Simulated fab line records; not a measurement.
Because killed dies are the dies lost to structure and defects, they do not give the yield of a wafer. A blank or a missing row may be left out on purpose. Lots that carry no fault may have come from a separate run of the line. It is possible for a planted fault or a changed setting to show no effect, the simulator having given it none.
Chamber matching    flow nand_harc    NHARC_A_CHANNEL_HOLE_D1_DEP_01 on pecvd-01: 3 sister chambers
The step deposits SiON, target thk 140 nm. 14 wafers are shown with their chamber, then 7 later ones without.

== WAFERS PAIRED WITH THEIR CHAMBERS ==
wafer   chamber  heater_power_w (W)
L494.2  0        678
L494.3  2        586
L494.4  0        670
L495.1  1        775
L495.5  1        773
L495.6  2        662
L500.1  0        610
L500.2  1        679
L500.4  0        617
L501.1  1        754
L501.5  1        765
L501.6  0        694
L502.2  2        719
L502.3  0        609

SIGNATURES, as means of the wafers listed above
reading         chamber 0  chamber 1  chamber 2  scatter within a chamber
heater_power_w  646.33     749.20     655.67     45.5
Rule: for a wafer and a chamber, the distance is found by dividing, reading by reading, the gap between the wafer's reading and the chamber's mean by the reading's scatter, squaring, summing and taking the root. The wafer belongs to the nearest chamber; if the next one is less than 2 further off, it can't be placed. The scatter is the square root of a quotient: the sum, over the shown wafers, of each reading's squared deviation from its chamber's mean, divided by wafers minus chambers.

== WAFERS WITH NO CHAMBER GIVEN ==
wafer   heater_power_w (W)
L502.5  611
L505.4  676
L505.5  672
L505.6  678
L515.1  738
L515.2  786
L515.4  731

== WHICH CHAMBER EACH WENT THROUGH ==
wafer    from the rows above            in truth
L502.5   can't be placed: 0 or 2        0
L505.4   can't be placed: 2 or 0 or 1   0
L505.5   can't be placed: 2 or 0 or 1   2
L505.6   can't be placed: 2 or 0 or 1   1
L515.1   can't be placed: 1 or 2 or 0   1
L515.2   1                              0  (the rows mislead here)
L515.4   can't be placed: 1 or 2 or 0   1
Correct placement for 0 of the 7. Can't be placed from these rows: 6 (the true chamber is among the candidates in 6). 1 placed wrongly.
